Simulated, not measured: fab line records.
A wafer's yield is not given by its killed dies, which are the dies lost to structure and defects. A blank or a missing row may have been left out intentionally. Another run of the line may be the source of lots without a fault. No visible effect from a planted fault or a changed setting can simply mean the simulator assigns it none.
fab line records	flow nandHarc	part 1 of 2: steps 1 to 4 of 6
record: lots: 24	wafers: 72	lastDay: 24
route steps=1159 shown A_STAIRCASE@614 A_SLIT@799 A_WL_FILL@815
lots untouched by any fault: they come from a run of this same line in which no faults occurred
startH: start of the lot's first displayed wafer, in hours after the record's first day	waitH: hours from the lot's prior step to this one	" unchanged from the row above	L1.1+2: a single row standing in for several wafers	- no value, or no start given	* or withheld: withheld	< > ~ a bound
route shown NAME@n: a module of which the file shows steps, and the number in the route of the first	usual: mean/standard deviation taken from wafers without a fault	same: alike in all rows	chamber/n: place in a boat	sites: readings site by site	_std_site: the standard deviation of these	_edge_site: mean of outer sites minus mean of inner sites	radiusMm: for every site, how far away it sits from the centre of the wafer	mask NAME#n: copy n	behind: tool/chamber where the wafer was last shaped	hold: why the lot was held/for how many hours/how that ended	device: the n, p or np transistor that did not switch	end of line: tests of these same wafers at the route's end	step lacking rows: just its recipe	killed: not the wafer's yield, but the dies lost to structure and defects at the first sort	map: a wafer's dies, marking killed ones x, the rest . and places with no die _
set.NAME: the setting that was run; set.NAME@STEP: the one run at that earlier step	model.NAME: the simulator's own value behind a step, which no gauge read
one table for each step of the route and one row for each wafer, over a sample of lots
services: the hour from which a tool's chamber was out of use, counted from the record's first day as startH (under 0 if before that day), plus the number of hours and why
== steps ==
step: NHARC_A_STAIRCASE_TRIM_220
recipe: timeS: 211.2	o2FlowSccm: 500	arFlowSccm: 0	biasW: 0	chemistry: O2
usual: drypumpMotorCurrentA: 5.6/0.52	oesProductAu: 1.002/0.0069	rfVppV: 57.7/0.91	showerheadPlenumPTorr: 3.48/0.15	throttleValvePct: 17.036/0.009
same: timeS: 211.2
lot.wafer	tool	chamber	startH	waitH	drypumpMotorCurrentA	oesProductAu	rfHoursCounterH	rfVppV	showerheadPlenumPTorr	throttleValvePct
L074.2	rieDiel-04	1	245.71	0.1	6.2	1.016	44	57.2	3.41	17.039
L074.4	"	2	"	"	5.7	1.005	48	57.8	3.46	17.041
L074.6	"	1	"	"	6.2	1.005	-	57.7	3.41	17.023
L076.3	rieDiel-04	1	254.37	0.1	6.2	0.989	47	58.3	3.41	17.022
L076.2	"	2	"	"	5.7	1.001	51	60.3	3.46	17.035
L076.5	"	0	"	"	5.1	1.004	-	57.1	3.33	17.034
L075.1	rieDiel-04	1	255.25	0.1	6.2	0.992	47	56.7	3.41	17.043
L075.3	"	3	"	"	5.3	1.000	50	57.8	3.66	17.033
L075.6	"	0	"	"	5.0	1.012	-	58.0	3.33	17.042
L078.3	rieDiel-11	2	265.89	0.1	4.8	1.000	29	58.4	3.70	17.040
L078.5	"	1	"	"	6.4	1.001	-	56.2	3.36	17.035
L078.6	"	2	"	"	4.8	1.004	-	58.6	3.70	17.032
L077.3	rieDiel-04	0	267.01	0.1	5.0	0.991	27	58.4	3.33	17.048
L077.1	"	1	"	"	6.2	0.998	52	58.0	3.40	17.023
L077.5	"	2	"	"	5.7	0.989	-	55.7	3.45	17.055
L079.1	rieDiel-04	3	276.11	0.1	5.3	1.003	57	58.3	3.66	17.034
L079.2	"	0	"	"	5.0	1.003	31	56.4	3.33	17.042
L079.3	"	2	"	"	5.7	1.007	59	58.6	3.45	17.043
L081.4	rieDiel-11	3	281.33	0.1	5.9	0.995	36	59.6	3.75	17.039
L081.5	"	2	"	"	4.8	0.997	-	58.0	3.69	17.042
L081.6	"	3	"	"	5.9	1.004	-	58.2	3.75	17.059
L080.1	rieDiel-11	0	281.58	0.2	5.0	1.000	34	57.8	3.30	17.039
L080.5	"	1	"	"	6.4	1.014	-	57.3	3.36	17.049
L080.6	"	2	"	"	4.8	0.999	-	57.4	3.69	17.024
L082.3	rieDiel-12	0	301.46	0.1	5.7	0.996	28	56.5	3.52	17.032
L082.4	"	2	"	"	5.8	0.992	28	57.4	3.52	17.037
L082.6	"	0	"	"	5.8	0.990	-	57.3	3.52	17.033
L083.2	rieDiel-04	3	302.27	0.2	5.3	0.996	2	57.8	3.65	17.037
L083.3	"	0	"	"	5.1	1.001	2	58.3	3.32	17.024
L083.4	"	3	"	"	5.3	1.012	-	58.5	3.65	17.037
L085.1	rieDiel-04	3	314.61	0.1	5.3	0.992	7	58.0	3.65	17.034
L085.3	"	1	"	"	6.2	1.003	2	58.9	3.40	17.022
L085.5	"	3	"	"	5.3	1.005	-	59.4	3.65	17.035
L087.3	rieDiel-12	0	323.61	0.1	5.8	0.999	37	60.0	3.51	17.031
L087.2	"	3	"	"	6.0	0.997	38	57.9	3.65	17.046
L087.5	"	1	"	"	5.0	0.988	-	57.5	3.35	17.034
L086.1	rieDiel-11	3	325.72	0.3	5.9	1.000	51	59.3	3.74	17.032
L086.3	"	0	"	"	5.1	1.009	51	57.3	3.29	17.048
L086.5	"	2	"	"	4.8	1.003	-	59.0	3.68	17.044
L089.3	rieDiel-04	2	331.88	0.1	5.7	1.002	12	56.7	3.44	17.035
L089.4	"	3	"	"	5.3	1.004	14	57.8	3.65	17.024
L089.5	"	2	"	"	5.7	1.010	-	57.9	3.44	17.046
L084.4	rieDiel-04	1	332.71	0.1	6.2	1.008	8	56.2	3.40	17.057
L084.2	"	2	"	"	5.7	1.009	13	58.4	3.44	17.038
L084.3	"	3	"	"	5.2	1.002	14	58.1	3.65	17.045
L088.3	rieDiel-04	0	337.02	0.1	5.1	0.999	16	58.0	3.31	17.032
L088.1	"	1	"	"	6.2	0.995	10	56.1	3.40	17.011
L088.6	"	2	"	"	5.7	0.996	-	57.8	3.44	17.034
L090.3	rieDiel-11	0	342.53	0.1	5.1	1.010	56	57.1	3.29	17.030
L090.1	"	1	"	"	6.4	1.010	60	57.6	3.35	17.045
L090.2	"	3	"	"	5.9	1.012	56	57.8	3.74	17.041
L093.2	rieDiel-11	1	354.19	0.1	6.4	1.006	65	57.7	3.34	17.036
L093.3	"	3	"	"	6.0	1.010	60	58.4	3.74	17.060
L093.6	"	1	"	"	6.4	1.006	-	57.9	3.35	17.044
L091.4	rieDiel-04	2	355.36	0.1	5.7	0.995	22	57.4	3.44	17.046
L091.5	"	3	"	"	5.3	1.003	-	58.8	3.64	17.045
L091.6	"	0	"	"	5.0	0.990	-	57.0	3.31	17.052
L094.3	rieDiel-12	1	355.69	0.1	5.0	0.992	49	56.3	3.35	17.031
L094.1	"	2	"	"	5.8	0.999	49	56.9	3.51	17.038
L094.5	"	1	"	"	5.0	0.998	-	58.2	3.35	17.034
L092.2	rieDiel-11	1	360.92	0.1	6.4	1.007	67	57.3	3.34	17.037
L092.1	"	2	"	"	4.8	1.002	64	56.3	3.68	17.036
L092.6	"	2	"	"	4.9	1.003	-	58.8	3.68	17.041
L096.3	rieDiel-04	0	376.33	0.1	5.1	1.001	28	58.2	3.31	17.027
L096.1	"	2	"	"	5.7	0.996	29	57.2	3.44	17.031
L096.4	"	3	"	"	5.3	0.999	30	57.0	3.64	17.025
L097.2	rieDiel-04	2	383.14	0.1	5.7	0.999	33	57.0	3.43	17.018
L097.3	"	1	"	"	6.2	1.006	28	56.9	3.39	17.037
L097.6	"	2	"	"	5.7	1.006	-	56.4	3.43	17.024
L095.2	rieDiel-11	0	387.05	0.1	5.0	1.010	4	59.6	3.81	17.023
L095.4	"	1	"	"	6.4	1.007	4	57.0	3.34	17.045
L095.3	"	3	"	"	5.9	1.003	2	60.3	3.73	17.045
step: NHARC_A_STAIRCASE_STRIP_238
recipe: powerW: 1500	tempC: 250	chemistry: O2
usual: drypumpMotorCurrentA: 5.4/0.38	heaterPowerW: 315/13
lot.wafer	tool	chamber	startH	waitH	drypumpMotorCurrentA	heaterPowerW	rfHoursCounterH
L074.2	plasmaAsher-02	1	247.94	0.1	5.1	314	18
L074.4	"	1	"	"	5.0	311	-
L074.6	"	1	"	"	5.1	308	-
L076.2	plasmaAsher-01	1	256.59	0.1	4.9	286	55
L076.3	"	1	"	"	5.0	282	-
L076.5	"	0	"	"	5.6	336	-
L075.1	plasmaAsher-02	0	257.60	0.1	5.8	327	23
L075.3	"	0	"	"	5.8	327	-
L075.6	"	1	"	"	5.1	302	-
L078.3	plasmaAsher-02	0	268.08	0.2	5.9	324	-
L078.5	"	0	"	"	5.8	336	-
L078.6	"	1	"	"	5.0	312	-
L077.1	plasmaAsher-02	0	269.99	0.1	5.8	335	26
L077.3	"	1	"	"	5.1	313	-
L077.5	"	0	"	"	5.9	340	-
L079.1	plasmaAsher-02	1	278.56	0.2	5.0	313	30
L079.2	"	0	"	"	5.9	321	30
L079.3	"	0	"	"	5.8	323	-
L081.4	plasmaAsher-02	0	284.11	0.4	5.8	331	-
L081.6	"	0	"	"	5.8	336	-
L081.5	"	1	"	"	5.0	316	-
L080.1	plasmaAsher-02	1	284.35	0.4	5.1	309	33
L080.6	"	0	"	"	5.9	325	-
L080.5	"	1	"	"	5.0	317	-
L082.3	plasmaAsher-02	0	303.64	0.2	5.8	330	-
L082.4	"	1	"	"	5.1	314	-
L082.6	"	1	"	"	5.0	314	-
L083.2	plasmaAsher-01	0	305.39	0.1	5.5	309	4
L083.3	"	0	"	"	5.6	318	-
L083.4	"	1	"	"	4.9	296	-
L085.1	plasmaAsher-02	1	316.80	0.1	5.1	311	41
L085.3	"	1	"	"	5.1	309	-
L085.5	"	1	"	"	5.1	309	-
L087.2	plasmaAsher-02	1	326.17	0.1	5.1	312	45
L087.3	"	0	"	"	5.9	330	-
L087.5	"	1	"	"	5.1	310	-
L086.1	plasmaAsher-02	0	327.96	0.1	5.9	328	46
L086.3	"	1	"	"	5.0	314	-
L086.5	"	1	"	"	5.0	312	-
L089.3	plasmaAsher-01	1	334.37	0.2	5.0	303	-
L089.4	"	0	"	"	5.5	315	-
L089.5	"	1	"	"	4.9	301	-
L084.2	plasmaAsher-02	0	335.24	0.1	5.9	331	48
L084.3	"	1	"	"	5.0	316	-
L084.4	"	0	"	"	5.8	329	-
L088.1	plasmaAsher-02	0	339.17	0.1	5.8	326	50
L088.3	"	0	"	"	5.8	330	-
L088.6	"	0	"	"	5.8	327	-
L090.2	plasmaAsher-01	0	344.82	0.1	5.6	314	19
L090.1	"	1	"	"	4.9	300	19
L090.3	"	0	"	"	5.5	303	-
L093.2	plasmaAsher-01	1	356.30	0.1	4.9	297	22
L093.3	"	0	"	"	5.6	317	-
L093.6	"	0	"	"	5.6	321	-
L091.4	plasmaAsher-02	1	357.50	0.2	5.0	316	-
L091.5	"	1	"	"	5.1	315	-
L091.6	"	0	"	"	5.9	320	-
L094.1	plasmaAsher-02	0	358.14	0.2	5.9	332	55
L094.3	"	0	"	"	5.9	329	-
L094.5	"	0	"	"	5.9	328	-
L092.1	plasmaAsher-01	0	363.36	0.2	5.6	314	25
L092.2	"	1	"	"	4.9	294	25
L092.6	"	0	"	"	5.6	304	-
L096.1	plasmaAsher-02	0	380.18	0.1	5.8	328	3
L096.3	"	0	"	"	5.8	326	-
L096.4	"	1	"	"	5.1	305	-
L097.2	plasmaAsher-01	1	385.67	0.1	5.0	297	36
L097.3	"	1	"	"	4.9	309	-
L097.6	"	1	"	"	4.9	292	-
L095.2	plasmaAsher-01	1	390.15	0.2	5.0	291	37
L095.3	"	0	"	"	5.6	316	-
L095.4	"	1	"	"	5.0	291	-
step: NHARC_A_STAIRCASE_HM_OPEN_460
recipe: o2FlowSccm: 400	cosFlowSccm: 20	arFlowSccm: 0	rfW: 500	biasW: 300	chemistry: O2/COS
usual: drypumpMotorCurrentA: 5.6/0.48	oesProductAu: 1.000/0.0073	rfVppV: 466.9/2.8	showerheadPlenumPTorr: 3.11/0.13	throttleValvePct: 28.329/0.0094
lot.wafer	tool	chamber	startH	waitH	drypumpMotorCurrentA	oesProductAu	rfHoursCounterH	rfVppV	showerheadPlenumPTorr	throttleValvePct
L074.2	rieDiel-12	3	-	-	5.9	0.982	15	469.0	3.24	28.325
L074.4	"	2	"	"	5.8	0.995	14	466.5	3.12	28.332
L074.6	"	0	"	"	5.8	0.992	-	468.1	3.12	28.336
L076.3	rieDiel-11	1	-	-	6.3	0.995	28	464.3	2.98	28.334
L076.2	"	3	"	"	5.9	0.995	29	471.4	3.32	28.319
L076.5	"	1	"	"	6.4	0.998	-	464.9	2.98	28.323
L075.3	rieDiel-12	3	-	-	5.9	0.993	18	470.1	3.24	28.312
L075.1	"	0	"	"	5.8	1.001	16	467.0	3.12	28.315
L075.6	"	2	"	"	5.8	1.009	-	466.7	3.12	28.330
L078.3	rieDiel-12	1	-	-	5.0	1.003	18	462.7	2.97	28.320
L078.6	"	2	"	"	5.7	1.006	-	467.4	3.12	28.331
L078.5	"	3	"	"	5.9	1.019	-	468.8	3.24	28.344
L077.1	rieDiel-11	2	-	-	4.8	0.995	32	468.9	3.27	28.348
L077.3	"	1	"	"	6.4	0.994	33	463.3	2.97	28.336
L077.5	"	2	"	"	4.8	0.999	-	469.2	3.27	28.316
L079.2	rieDiel-04	2	-	-	5.7	0.992	63	463.8	3.05	28.332
L079.1	"	3	"	"	5.3	1.001	60	470.9	3.24	28.323
L079.3	"	0	"	"	5.0	0.999	35	462.9	2.94	28.321
L081.4	rieDiel-11	1	-	-	6.4	1.010	38	464.0	2.97	28.326
L081.5	"	3	"	"	5.9	1.004	-	469.8	3.32	28.336
L081.6	"	0	"	"	5.1	1.020	-	464.3	2.92	28.341
L080.1	rieDiel-12	3	-	-	6.0	1.001	26	470.1	3.24	28.315
L080.5	"	3	"	"	6.0	0.994	-	470.2	3.24	28.316
L080.6	"	0	"	"	5.7	1.001	-	466.9	3.11	28.337
L082.4	rieDiel-04	1	-	-	6.2	1.007	1	464.1	3.01	28.318
L082.3	"	2	"	"	5.7	1.009	5	464.2	3.05	28.338
L082.6	"	3	"	"	5.3	1.007	-	469.4	3.23	28.330
L083.2	rieDiel-04	1	-	-	6.2	1.002	1	464.4	3.01	28.340
L083.3	"	3	"	"	5.3	0.991	6	469.0	3.23	28.334
L083.4	"	0	"	"	5.0	1.002	6	462.4	2.94	28.306
L085.1	rieDiel-11	2	-	-	4.8	1.001	50	471.0	3.26	28.325
L085.3	"	0	"	"	5.1	1.011	49	462.2	2.91	28.322
L085.5	"	2	"	"	4.8	0.995	-	469.8	3.26	28.321
L087.2	rieDiel-11	2	-	-	4.8	1.011	54	468.3	3.26	28.333
L087.3	"	3	"	"	5.9	1.004	53	470.5	3.31	28.320
L087.5	"	2	"	"	4.8	1.012	-	471.0	3.26	28.317
L086.1	rieDiel-11	1	-	-	6.4	1.009	57	462.5	2.96	28.329
L086.3	"	2	"	"	4.8	1.006	55	470.5	3.26	28.332
L086.5	"	1	"	"	6.4	1.017	-	463.3	2.96	28.325
L089.4	rieDiel-04	3	-	-	5.3	0.998	17	469.8	3.23	28.340
L089.3	"	2	"	"	5.7	1.002	16	466.5	3.04	28.337
L089.5	"	0	"	"	5.0	1.009	-	463.6	2.93	28.333
L084.3	rieDiel-12	0	-	-	5.8	0.995	44	468.5	3.11	28.335
L084.2	"	2	"	"	5.8	0.996	43	466.8	3.11	28.333
L084.4	"	3	"	"	6.0	0.998	44	468.7	3.23	28.339
L088.3	rieDiel-04	3	-	-	5.3	0.989	18	469.3	3.23	28.330
L088.1	"	0	"	"	5.0	0.996	18	462.7	2.93	28.326
L088.6	"	0	"	"	5.0	1.002	-	464.1	2.93	28.342
L090.3	rieDiel-12	3	-	-	6.0	0.994	49	468.7	3.22	28.326
L090.2	"	0	"	"	5.8	1.004	50	466.7	3.10	28.331
L090.1	"	1	"	"	5.0	0.986	48	463.7	2.96	28.330
L093.3	rieDiel-12	3	-	-	5.9	0.996	54	469.4	3.22	28.339
L093.2	"	0	"	"	5.7	1.001	53	466.7	3.10	28.341
L093.6	"	3	"	"	6.0	0.994	-	469.1	3.22	28.325
L091.4	rieDiel-12	0	-	-	5.8	0.996	53	467.8	3.10	28.335
L091.6	"	3	"	"	5.9	1.002	-	469.8	3.22	28.326
L091.5	"	0	"	"	5.7	0.999	-	467.6	3.10	28.319
L094.3	rieDiel-12	2	-	-	5.7	0.999	54	468.0	3.10	28.324
L094.1	"	1	"	"	5.0	0.987	53	463.8	2.96	28.333
L094.5	"	3	"	"	5.9	0.998	-	469.6	3.22	28.312
L092.2	rieDiel-12	0	-	-	5.8	1.004	55	466.7	3.10	28.330
L092.1	"	3	"	"	6.0	1.008	56	469.8	3.22	28.336
L092.6	"	0	"	"	5.7	1.008	-	466.0	3.10	28.331
L096.1	rieDiel-11	2	-	-	4.8	1.000	4	471.2	3.25	28.327
L096.4	"	3	"	"	5.9	1.012	2	470.6	3.30	28.342
L096.3	"	0	"	"	5.0	1.003	4	473.5	3.37	28.344
L097.2	rieDiel-12	0	-	-	5.8	0.991	1	466.9	3.10	28.336
L097.3	"	2	"	"	5.8	0.999	1	466.0	3.10	28.334
L097.6	"	3	"	"	6.0	1.002	-	467.9	3.22	28.322
L095.3	rieDiel-12	0	-	-	5.7	0.997	3	466.5	3.10	28.322
L095.4	"	1	"	"	5.0	1.001	3	464.2	2.95	28.330
L095.2	"	2	"	"	5.8	1.010	2	465.7	3.10	28.344
step: NHARC_A_STAIRCASE_CMP_450
recipe: targetThkNm: 200	material: SiO2
usual: motorCurrentA: 12.0/1
lot.wafer	tool	chamber	startH	waitH	motorCurrentA
L074.4	cmp-01	1	302.17	-	11.2
L074.2	"	3	"	"	13.3
L074.6	"	2	"	"	10.7
L075.3	cmp-01	2	311.54	-	10.6
L075.1	"	1	"	"	10.7
L075.6	"	3	"	"	12.9
L076.2	cmp-04	1	311.80	-	11.3
L076.3	"	3	"	"	10.9
L076.5	"	2	"	"	14.0
L078.3	cmp-04	3	324.16	-	10.5
L078.5	"	3	"	"	11.6
L078.6	"	0	"	"	13.3
L077.1	cmp-02	1	324.39	-	11.8
L077.3	"	0	"	"	12.9
L077.5	"	1	"	"	11.5
L079.1	cmp-01	3	336.93	-	13.2
L079.2	"	0	"	"	11.6
L079.3	"	1	"	"	10.9
L081.4	cmp-01	1	350.75	-	11.3
L081.6	"	0	"	"	11.1
L081.5	"	1	"	"	11.0
L080.1	cmp-02	1	350.87	-	11.6
L080.5	"	2	"	"	11.8
L080.6	"	3	"	"	12.3
L083.2	cmp-01	2	361.13	-	10.3
L083.3	"	0	"	"	11.4
L083.4	"	1	"	"	11.7
L082.3	cmp-02	0	361.35	-	12.6
L082.4	"	1	"	"	11.8
L082.6	"	0	"	"	13.1
L085.1	cmp-02	0	374.13	-	13.6
L085.3	"	2	"	"	11.6
L085.5	"	3	"	"	11.7
L087.2	cmp-01	0	381.31	-	11.8
L087.3	"	3	"	"	13.6
L087.5	"	0	"	"	10.8
L086.1	cmp-04	2	381.33	-	13.9
L086.3	"	3	"	"	11.0
L086.5	"	2	"	"	14.7
L084.3	cmp-02	3	391.50	-	11.7
L084.2	"	0	"	"	13.5
L084.4	"	1	"	"	11.8
L089.3	cmp-04	1	393.22	-	11.5
L089.4	"	3	"	"	10.8
L089.5	"	0	"	"	12.9
L088.1	cmp-02	2	394.37	-	11.4
L088.3	"	3	"	"	12.4
L088.6	"	2	"	"	12.0
L090.3	cmp-02	3	402.49	-	12.3
L090.2	"	0	"	"	13.4
L090.1	"	2	"	"	12.3
L091.4	cmp-02	3	415.65	-	12.3
L091.6	"	0	"	"	13.6
L091.5	"	1	"	"	11.0
L094.3	cmp-02	2	416.06	-	11.1
L094.1	"	3	"	"	12.1
L094.5	"	0	"	"	13.4
L093.2	cmp-04	2	416.34	-	14.2
L093.3	"	3	"	"	10.1
L093.6	"	0	"	"	12.7
L092.2	cmp-04	0	426.22	-	12.8
L092.1	"	2	"	"	14.4
L092.6	"	0	"	"	12.8
L096.3	cmp-02	0	445.60	-	13.2
L096.4	"	1	"	"	11.4
L096.1	"	3	"	"	12.4
L097.3	cmp-04	1	445.65	-	10.9
L097.2	"	2	"	"	14.1
L097.6	"	0	"	"	13.0
L095.3	cmp-01	1	447.03	-	11.1
L095.4	"	3	"	"	12.7
L095.2	"	0	"	"	11.3
